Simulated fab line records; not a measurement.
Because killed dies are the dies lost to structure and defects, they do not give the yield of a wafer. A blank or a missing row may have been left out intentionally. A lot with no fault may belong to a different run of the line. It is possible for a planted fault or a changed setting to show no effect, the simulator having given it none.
Matching of chambers / flow nandHarc / NHARC_A_M0_DEP_32 on pecvd-01 has 3 sister chambers
The step deposits SiCN, target thk 30 nm. 16 wafers are shown with their chamber, then 8 later ones without.

## WAFERS WITH THEIR CHAMBER
wafer=L075.1; chamber=0; heaterPowerW (W)=632; heaterPowerOuterW (W)=370; chamberPressureTorr (Torr)=2.992
wafer=L075.3; chamber=1; heaterPowerW (W)=787; heaterPowerOuterW (W)=419; chamberPressureTorr (Torr)=3.007
wafer=L075.4; chamber=2; heaterPowerW (W)=514; heaterPowerOuterW (W)=298; chamberPressureTorr (Torr)=3.001
wafer=L076.1; chamber=2; heaterPowerW (W)=542; heaterPowerOuterW (W)=305; chamberPressureTorr (Torr)=3.004
wafer=L076.4; chamber=1; heaterPowerW (W)=744; heaterPowerOuterW (W)=384; chamberPressureTorr (Torr)=3.002
wafer=L076.6; chamber=2; heaterPowerW (W)=524; heaterPowerOuterW (W)=311; chamberPressureTorr (Torr)=2.998
wafer=L078.3; chamber=0; heaterPowerW (W)=567; heaterPowerOuterW (W)=325; chamberPressureTorr (Torr)=2.999
wafer=L078.4; chamber=2; heaterPowerW (W)=539; heaterPowerOuterW (W)=309; chamberPressureTorr (Torr)=3.008
wafer=L078.6; chamber=0; heaterPowerW (W)=582; heaterPowerOuterW (W)=329; chamberPressureTorr (Torr)=2.989
wafer=L080.2; chamber=1; heaterPowerW (W)=762; heaterPowerOuterW (W)=399; chamberPressureTorr (Torr)=2.999
wafer=L080.4; chamber=1; heaterPowerW (W)=778; heaterPowerOuterW (W)=396; chamberPressureTorr (Torr)=3.007
wafer=L080.6; chamber=0; heaterPowerW (W)=598; heaterPowerOuterW (W)=345; chamberPressureTorr (Torr)=2.990
wafer=L081.3; chamber=1; heaterPowerW (W)=743; heaterPowerOuterW (W)=377; chamberPressureTorr (Torr)=3.010
wafer=L081.4; chamber=0; heaterPowerW (W)=685; heaterPowerOuterW (W)=400; chamberPressureTorr (Torr)=3.008
wafer=L081.5; chamber=1; heaterPowerW (W)=736; heaterPowerOuterW (W)=386; chamberPressureTorr (Torr)=3.008
wafer=L093.2; chamber=1; heaterPowerW (W)=699; heaterPowerOuterW (W)=383; chamberPressureTorr (Torr)=2.998

SIGNATURES (averages over the wafers above)
reading=heaterPowerW; chamber 0=612.80; chamber 1=749.86; chamber 2=529.75; scatter within a chamber=33.4
reading=heaterPowerOuterW; chamber 0=353.80; chamber 1=392.00; chamber 2=305.75; scatter within a chamber=20
reading=chamberPressureTorr; chamber 0=2.99560; chamber 1=3.00443; chamber 2=3.00275; scatter within a chamber=0.00583
Rule: distance of a wafer from a chamber = root of the sum over the readings of ((wafer's reading minus chamber's mean) / reading's scatter) squared. If the next closest chamber is less than 2 further off than the closest, the wafer can't be placed; otherwise it belongs to the closest. The scatter: the root of (the sum of the squares of (reading less its chamber's mean) over the shown wafers, divided by (wafers less chambers)).

## WAFERS WITHOUT THEIR CHAMBER
wafer=L093.3; heaterPowerW (W)=442; heaterPowerOuterW (W)=239; chamberPressureTorr (Torr)=3.004
wafer=L093.4; heaterPowerW (W)=594; heaterPowerOuterW (W)=340; chamberPressureTorr (Torr)=3.007
wafer=L094.4; heaterPowerW (W)=751; heaterPowerOuterW (W)=407; chamberPressureTorr (Torr)=3.008
wafer=L094.5; heaterPowerW (W)=463; heaterPowerOuterW (W)=255; chamberPressureTorr (Torr)=2.995
wafer=L094.6; heaterPowerW (W)=599; heaterPowerOuterW (W)=361; chamberPressureTorr (Torr)=3.003
wafer=L095.2; heaterPowerW (W)=424; heaterPowerOuterW (W)=220; chamberPressureTorr (Torr)=3.006
wafer=L095.4; heaterPowerW (W)=749; heaterPowerOuterW (W)=419; chamberPressureTorr (Torr)=3.009
wafer=L095.5; heaterPowerW (W)=627; heaterPowerOuterW (W)=370; chamberPressureTorr (Torr)=2.982

## CHAMBER TAKEN BY EACH
wafer=L093.3; from the rows above=2; in truth=2
wafer=L093.4; from the rows above=can't be placed: 0 or 2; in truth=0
wafer=L094.4; from the rows above=1; in truth=1
wafer=L094.5; from the rows above=2; in truth=2
wafer=L094.6; from the rows above=0; in truth=0
wafer=L095.2; from the rows above=2; in truth=2
wafer=L095.4; from the rows above=1; in truth=1
wafer=L095.5; from the rows above=0; in truth=0
7 of 8 placed correctly. Can't be placed from these rows: 1 (the true chamber is among the candidates in 1). Placed wrongly: 0.
